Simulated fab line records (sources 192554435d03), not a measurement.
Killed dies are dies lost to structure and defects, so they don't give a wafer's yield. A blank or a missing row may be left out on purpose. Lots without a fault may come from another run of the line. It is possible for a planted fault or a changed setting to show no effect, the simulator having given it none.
Matching of chambers	flow n5_finfet	rie_diel-03 running N5_BEOL_M4_STRIP_19: 4 sister chambers
The step strips in O2. 14 wafers are shown with their chamber, then 7 later ones without.

== WAFERS, EACH WITH ITS CHAMBER ==
wafer	chamber	showerhead_plenum_p_Torr (Torr)	throttle_valve_pct (%)	drypump_motor_current_A (A)
L079.1	1	2.16	16.32	5.8
L079.3	3	2.13	16.91	5.8
L079.5	0	1.98	16.63	5.2
L081.1	3	2.13	16.92	5.8
L081.3	1	2.16	16.34	5.9
L081.6	0	1.98	16.64	5.2
L087.3	2	2.25	16.64	5.9
L087.4	1	2.15	16.33	5.9
L087.5	1	2.16	16.35	5.9
L090.1	3	2.12	16.93	5.8
L090.2	0	1.98	16.65	5.2
L090.6	1	2.15	16.35	5.8
L093.2	2	2.25	16.67	5.8
L093.3	0	1.98	16.66	5.2

SIGNATURES (averages over the wafers above)
reading	chamber 0	chamber 1	chamber 2	chamber 3	scatter within a chamber
showerhead_plenum_p_Torr	1.9800	2.1560	2.2500	2.1267	0.00432
throttle_valve_pct	16.6450	16.3380	16.6550	16.9200	0.0135
drypump_motor_current_A	5.200	5.860	5.850	5.800	0.0412
Rule: for a wafer and a chamber, the distance is found by dividing, reading by reading, the gap between the wafer's reading and the chamber's mean by the reading's scatter, squaring, summing and taking the root. The wafer belongs to the nearest chamber; if the next one is less than 2 further off, it can't be placed. How the scatter is found: for the shown wafers, subtract from each reading the mean of its chamber, square and add these, divide the total by (wafers less chambers), then take the root.

== WAFERS WITH NO CHAMBER GIVEN ==
wafer	showerhead_plenum_p_Torr (Torr)	throttle_valve_pct (%)	drypump_motor_current_A (A)
L093.6	1.97	16.67	5.2
L094.1	1.97	16.64	5.2
L094.2	2.12	16.95	5.8
L094.4	2.15	16.35	5.8
L095.4	2.12	16.95	5.8
L095.5	2.24	16.66	5.8
L095.6	2.15	16.35	5.8

== WHICH CHAMBER EACH WENT THROUGH ==
wafer	from the rows above	in truth
L093.6	0	0
L094.1	0	0
L094.2	3	3
L094.4	1	1
L095.4	3	3
L095.5	2	2
L095.6	1	1
Correctly placed: 7 of 7. From these rows, 0 cannot be placed. 0 placed wrongly.
